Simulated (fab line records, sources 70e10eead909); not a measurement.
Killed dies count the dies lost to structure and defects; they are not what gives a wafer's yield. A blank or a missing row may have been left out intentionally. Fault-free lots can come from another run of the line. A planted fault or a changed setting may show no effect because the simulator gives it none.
Chamber matching + flow nandHarc + pecvd-04 running NHARC_A_STAIRCASE_DEP_156: 3 sister chambers
The step deposits SiNx, target thk 50 nm. 16 wafers are shown with their chamber, then 8 later ones without.

== WAFERS WITH THEIR CHAMBER ==
| wafer  | chamber | heaterPowerW (W) |
|--------|---------|------------------|
| L078.1 | 0       | 596              |
| L078.4 | 1       | 752              |
| L078.5 | 2       | 512              |
| L079.2 | 2       | 495              |
| L079.5 | 2       | 482              |
| L079.6 | 0       | 632              |
| L081.2 | 0       | 571              |
| L081.3 | 2       | 591              |
| L081.5 | 1       | 627              |
| L086.1 | 0       | 625              |
| L086.3 | 1       | 632              |
| L086.4 | 1       | 648              |
| L093.2 | 2       | 598              |
| L093.3 | 0       | 699              |
| L093.6 | 1       | 717              |
| L094.4 | 1       | 606              |

SIGNATURES (means of the wafers above)
| reading      | chamber 0 | chamber 1 | chamber 2 | scatter within a chamber |
|--------------|-----------|-----------|-----------|--------------------------|
| heaterPowerW | 624.60    | 663.67    | 535.60    | 54                       |
Rule: a wafer's distance from a chamber is the root of the sum, over the readings, of the square of ((its reading less the chamber's mean) divided by the reading's scatter). If the next closest chamber is less than 2 further off than the closest, the wafer can't be placed; otherwise it belongs to the closest. The scatter is the square root of a quotient: the sum, over the shown wafers, of each reading's squared deviation from its chamber's mean, divided by wafers minus chambers.

== WAFERS WHOSE CHAMBER IS MISSING ==
| wafer  | heaterPowerW (W) |
|--------|------------------|
| L094.5 | 618              |
| L094.6 | 694              |
| L095.2 | 627              |
| L095.3 | 657              |
| L095.6 | 713              |
| L097.3 | 723              |
| L097.4 | 634              |
| L097.6 | 631              |

== CHAMBER TAKEN BY EACH ==
| wafer  | from the rows above          | in truth |
|--------|------------------------------|----------|
| L094.5 | can't be placed: 0 or 1 or 2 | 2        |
| L094.6 | can't be placed: 1 or 0      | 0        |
| L095.2 | can't be placed: 0 or 1 or 2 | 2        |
| L095.3 | can't be placed: 1 or 0      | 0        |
| L095.6 | can't be placed: 1 or 0      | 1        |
| L097.3 | can't be placed: 1 or 0      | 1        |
| L097.4 | can't be placed: 0 or 1 or 2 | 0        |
| L097.6 | can't be placed: 0 or 1 or 2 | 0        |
0 of 8 placed correctly. Cannot be placed on the basis of these rows: 8; the candidates contain the true chamber in 8. Wrongly placed: 0.
